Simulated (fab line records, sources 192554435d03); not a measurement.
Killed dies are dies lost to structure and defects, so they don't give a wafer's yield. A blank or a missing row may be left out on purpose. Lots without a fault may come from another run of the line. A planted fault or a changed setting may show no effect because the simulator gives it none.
Split-lot experiment | flow n5_finfet | 7 lots, 21 wafers read, on a route of 1938 steps

THE SPLIT
At N5_MIM_TOP_LITHO_DEVELOP_07 (develop time 60 s), the setting develop_time_s was moved away from the recipe's 60 s on 9 of the 21 wafers read, by -16.6% to +12.0%. The other wafers ran this setting at the recipe's value.

FROM THE SPLIT TO THE READING: what the file shows between them, 1 step
- N5_MIM_TOP_LITHO_HARDBAKE_09: time 120 s

THE READING
cd_nm, in nm, at N5_MIM_TOP_LITHO_CD_MEAS_08 (target cd 2000 nm). Fault-free wafers of this fab line usually give 2000.5 nm, standard deviation 1.3 nm.

wafer  | tool, chamber at the split | develop_time_s as run, s | against the recipe | cd_nm, nm | against lot-mates on the recipe
L076.1 | litho_track-03, 0          | 56.1                     | -6.5%              | 2001.8    | +1.1
L076.3 | litho_track-03, 0          | 60                       | recipe             | 2000.7    | -
L076.6 | litho_track-03, 0          | 56.1                     | -6.5%              | 2001.3    | +0.6
L078.2 | litho_track-05, 0          | 60                       | recipe             | 1999.4    | -
L078.3 | litho_track-05, 0          | 60                       | recipe             | 1998.5    | -
L078.6 | litho_track-05, 0          | 60                       | recipe             | 1997.7    | -
L080.1 | litho_track-04, 0          | 50.27                    | -16.2%             | 2004.2    | +3.9
L080.5 | litho_track-04, 0          | 60                       | recipe             | 2000.3    | -
L080.6 | litho_track-04, 0          | 50.27                    | -16.2%             | 2005.0    | +4.7
L085.1 | litho_track-04, 0          | 50.04                    | -16.6%             | 2004.0    | +4.9
L085.2 | litho_track-04, 0          | 50.04                    | -16.6%             | 2002.9    | +3.8
L085.4 | litho_track-04, 0          | 60                       | recipe             | 1999.1    | -
L086.1 | litho_track-04, 0          | 60                       | recipe             | 1999.5    | -
L086.4 | litho_track-04, 0          | 60                       | recipe             | 2000.1    | -
L086.6 | litho_track-04, 0          | 63.66                    | +6.1%              | 2000.0    | +0.2
L093.2 | litho_track-03, 0          | 67.21                    | +12.0%             | 1997.9    | -5.3
L093.5 | litho_track-03, 0          | 67.21                    | +12.0%             | 2000.0    | -3.2
L093.6 | litho_track-03, 0          | 60                       | recipe             | 2003.2    | -
L094.1 | litho_track-03, 0          | 60                       | recipe             | 2000.1    | -
L094.4 | litho_track-03, 0          | 60                       | recipe             | 2001.1    | -
L094.6 | litho_track-03, 0          | 60                       | recipe             | 1998.9    | -

THE FIT
A straight line over all 21 wafers: cd_nm changes by -0.198 nm for each +1% of develop_time_s; r = -0.79; the points scatter about the line by 1.3 nm.
The same after taking each lot's own level away (the mean of its wafers on the recipe; 21 wafers): -0.27 nm for each +1%; r = -0.94; scatter 0.86 nm.
On that fit, the largest move of develop_time_s shifts the reading by 4.5 nm.
The lots' own levels span 1998.53 to 2003.20 nm, that is 3.6 times the standard deviation above.
So the lot-to-lot level blurs the effect unless lot-mates are compared.
Check: with one of the wafers moved furthest among these (-16.6%) left out of the fit, the line predicts +4.23 nm for it against its lot-mates. It came out at +4.9 nm against them.

OTHER SPLITS ON THESE WAFERS
These wafers also went through other splits before the reading. Each is held against what the fit with the lots' levels taken away leaves over:
other split on the same wafers | wafers away from the commonest value | r with cd_nm (lot level and that fit taken away)
N5_BEOL_M14_SPUTTER_43 time_s  | 6                                    | -0.08

THE FILE'S OWN FIT
cd_nm changes by -0.259 nm for each +1% of develop_time_s, r = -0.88.
